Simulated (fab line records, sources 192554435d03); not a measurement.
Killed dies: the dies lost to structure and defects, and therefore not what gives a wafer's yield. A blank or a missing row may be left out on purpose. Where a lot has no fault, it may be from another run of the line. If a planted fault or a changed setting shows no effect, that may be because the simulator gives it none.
Which of the tools did it? / flow n5 finfet / Sampling: 10 lots, 30 wafers, 2 of 1938 route steps

WHAT EACH GAUGE READ, for each wafer
N5_BEOL_M12_OVL_MEAS_29.
lot=L499; measured=day 10 18:43; on=overlay-01; M12_OVL (nm)=1 0 -1
lot=L502; measured=day 11 17:05; on=overlay-02; M12_OVL (nm)=3 0 0
lot=L500; measured=day 12 00:20; on=overlay-01; M12_OVL (nm)=2 3 -1
lot=L504; measured=day 12 07:26; on=overlay-02; M12_OVL (nm)=4 4 7
lot=L503; measured=day 12 07:38; on=overlay-01; M12_OVL (nm)=-17 -2 -1
lot=L507; measured=day 13 08:53; on=overlay-01; M12_OVL (nm)=-2 6 1
lot=L508; measured=day 13 20:37; on=overlay-01; M12_OVL (nm)=10 6 11
lot=L505; measured=day 13 21:34; on=overlay-02; M12_OVL (nm)=-11 5 -3
lot=L514; measured=day 15 17:27; on=overlay-02; M12_OVL (nm)=3 5 3
lot=L522; measured=day 17 21:31; on=overlay-01; M12_OVL (nm)=12 9 7

TOOL THAT RAN EACH LOT (tool first, then ch and the chambers of the sampled wafers, then the start)
lot=L499; N5_BEOL_M11_SURFACE_TREAT_76=pvd sputter-03, day 10 15:53
lot=L502; N5_BEOL_M11_SURFACE_TREAT_76=pvd sputter-02, day 11 14:08
lot=L500; N5_BEOL_M11_SURFACE_TREAT_76=pvd sputter-01, day 11 21:12
lot=L504; N5_BEOL_M11_SURFACE_TREAT_76=pvd sputter-01, day 12 04:27
lot=L503; N5_BEOL_M11_SURFACE_TREAT_76=pvd sputter-02, day 12 04:46
lot=L507; N5_BEOL_M11_SURFACE_TREAT_76=pvd sputter-03, day 13 06:04
lot=L508; N5_BEOL_M11_SURFACE_TREAT_76=pvd sputter-01, day 13 17:46
lot=L505; N5_BEOL_M11_SURFACE_TREAT_76=pvd sputter-02, day 13 18:16
lot=L514; N5_BEOL_M11_SURFACE_TREAT_76=pvd sputter-01, day 15 14:19
lot=L522; N5_BEOL_M11_SURFACE_TREAT_76=pvd sputter-03, day 17 17:38
- N5_BEOL_M11_SURFACE_TREAT_76

THE ANSWER, worked out from the rows above alone
Rule: what is usual is taken from the lots themselves. The widest of any qualifying gaps counts: lots, ordered by their means at a reading, are off when they make up no more than a third of the lots, leave a main group of 4 or more, and stand apart from it by 3 or more times the standard deviation of that group's means. A main group whose means are all the same, to the digits that the tables above print for the reading, isn't used. A lot without any number at a reading at which 4 lots or more have one is off too. All remaining lots with rows at the step are treated as sound.
None of the lots is off at any reading shown; this tells nothing.

WHAT THE SIMULATOR HAD INSERTED
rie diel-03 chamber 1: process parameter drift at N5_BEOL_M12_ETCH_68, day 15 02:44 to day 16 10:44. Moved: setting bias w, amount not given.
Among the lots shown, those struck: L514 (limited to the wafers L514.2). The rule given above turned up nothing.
